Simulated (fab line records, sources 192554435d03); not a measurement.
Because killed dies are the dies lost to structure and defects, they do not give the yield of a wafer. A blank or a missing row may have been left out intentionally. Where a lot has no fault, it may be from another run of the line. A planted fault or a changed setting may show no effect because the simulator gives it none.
Split-lot trial -- flow n5Finfet -- 21 wafers read across 7 lots, on a route 1938 steps long

== SPLIT DETAILS ==
At N5_BEOL_M8_TRENCH_ETCH_37 (etches SiCOH lowk in C4F6/O2, target depth 93.478 nm, time 31.2 s), the setting timeS was moved away from the recipe's 31.2 s on 6 of the 21 wafers read, by +13.6% to +19.3%. This setting was run at the recipe's value on the other wafers.

== FROM THE SPLIT TO THE READING: what the file shows between them, 12 steps ==
- N5_BEOL_M8_ETCH_41: etches SiCN in CH3F/O2, target depth 31.9 nm, time 57.8 s
- N5_BEOL_M8_STRIP_80: strips in N2/H2, time 10 s
- N5_BEOL_M8_OCD_MEAS_38
- N5_BEOL_M8_CURE_75: cures SiCOH lowk, time 120 s (also split here: timeS)
- N5_BEOL_M8_DEGAS_44: time 60 s
- N5_BEOL_M8_PRE_CLEAN_45: time 30 s
- N5_BEOL_M8_ECD_50: material Cu, target thk 300 nm
- N5_BEOL_M8_ANNEAL_51: time 90 s
- N5_BEOL_M8_CMP_52: polishes, stops on SiCOH lowk, t overpolish 6.9 s, target thk 80 nm
- N5_BEOL_M8_THK_MEAS_53: measures by xrf
- N5_BEOL_M8_PRE_CLEAN_55: time 15 s
- N5_BEOL_M8_DEP_56: deposits SiCN from 3MS/NH3, target thk 10 nm, time 17.5 s

== THE READING ==
M8_RS in ohm/sq, measured at N5_BEOL_M8_RS_MEAS_57 by four-point-probe. On this fab line, fault-free wafers typically give 0.289 ohm/sq with a standard deviation of 0.0087 ohm/sq.

wafer,"tool, chamber at the split","timeS as run, s",against the recipe,"M8_RS, ohm/sq",against lot-mates on the recipe
L075.1,"rieDiel-03, 0",31.2,recipe,0.296,-
L075.2,"rieDiel-03, 1",31.2,recipe,0.303,-
L075.6,"rieDiel-03, 2",31.2,recipe,0.277,-
L078.1,"rieDiel-03, 3",36.38,+16.6%,0.233,-0.049
L078.3,"rieDiel-03, 2",31.2,recipe,0.280,-
L078.5,"rieDiel-03, 3",31.2,recipe,0.284,-
L079.1,"rieDiel-03, 1",31.2,recipe,0.296,-
L079.3,"rieDiel-03, 3",31.2,recipe,0.297,-
L079.6,"rieDiel-03, 0",35.96,+15.3%,0.240,-0.056
L081.4,"rieDiel-03, 1",31.2,recipe,0.285,-
L081.5,"rieDiel-03, 2",31.2,recipe,0.273,-
L081.6,"rieDiel-03, 1",31.2,recipe,0.280,-
L086.2,"rieDiel-01, 1",31.2,recipe,0.272,-
L086.3,"rieDiel-01, 3",31.2,recipe,0.287,-
L086.4,"rieDiel-01, 0",31.2,recipe,0.299,-
L089.2,"rieDiel-03, 2",31.2,recipe,0.278,-
L089.3,"rieDiel-03, 3",37.22,+19.3%,0.233,-0.045
L089.6,"rieDiel-03, 2",37.22,+19.3%,0.226,-0.052
L090.1,"rieDiel-05, 0",35.43,+13.6%,0.251,-0.027
L090.4,"rieDiel-05, 2",31.2,recipe,0.278,-
L090.5,"rieDiel-05, 3",35.43,+13.6%,0.246,-0.032

FIT RESULTS
A straight line over all 21 wafers: M8_RS changes by -0.00293 ohm/sq for each +1% of timeS; r = -0.93; the points scatter about the line by 0.0089 ohm/sq.
The same after taking each lot's own level away (the mean of its wafers on the recipe; 21 wafers): -0.00268 ohm/sq for each +1%; r = -0.93; scatter 0.008 ohm/sq.
That fit puts the effect of the largest move of timeS on the reading at 0.052 ohm/sq.
The span of the lots' own levels, 0.2780 to 0.2965 ohm/sq, comes to 2.1 times the standard deviation stated above.
The two slopes are in agreement: the lot-to-lot level therefore moves the slope only a little.
Check: -0.0538 ohm/sq against its lot-mates is what the line predicts for one of the wafers moved furthest among these (+19.3%) when that wafer is left out of the fit. Against them it came out at -0.045 ohm/sq.

== OTHER SPLITS ON THESE WAFERS ==
Before the reading, these wafers also passed through other splits. Each is held against what the fit with the lots' levels taken away leaves over:
other split on the same wafers,wafers away from the commonest value,r with M8_RS (lot level and that fit taken away)
N5_BEOL_M7_COAT_22 spinRpm,7,+0.22
N5_BEOL_M8_CURE_75 timeS,5,+0.21

== THE WHOLE CHAIN: every reading that the file lists as answering this split, in the file's order ==
step,what it does,reading,change (the file's fit),r (the file's)
N5_BEOL_M8_TRENCH_ETCH_37,"etches SiCOH lowk in C4F6/O2, target depth 93.478 nm, time 31.2 s","etch.depthNm (the simulator's own value, which no gauge read)",+0.868 nm for each +1% of the setting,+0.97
N5_BEOL_M8_TRENCH_ETCH_37,"etches SiCOH lowk in C4F6/O2, target depth 93.478 nm, time 31.2 s","BEOL_M8.featureDepthNm (the simulator's own value, which no gauge read)",+0.865 nm for each +1% of the setting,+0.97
N5_BEOL_M8_OCD_MEAS_38,,trenchDepthNm,+0.867 nm for each +1% of the setting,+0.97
N5_BEOL_M8_CMP_52,"polishes, stops on SiCOH lowk, t overpolish 6.9 s, target thk 80 nm","Cu_of_BEOL_M8_ECD_50.thkNm (the simulator's own value, which no gauge read)",+0.822 nm for each +1% of the setting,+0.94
N5_BEOL_M8_THK_MEAS_53,measures by xrf,M8_THK,+0.843 for each +1% of the setting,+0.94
N5_BEOL_M8_RS_MEAS_57,measures by four-point-probe,M8_RS,-0.00284 for each +1% of the setting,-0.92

== FILE'S OWN FIT ==
M8_RS changes by -0.00284 ohm/sq for each +1% of timeS, r = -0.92.
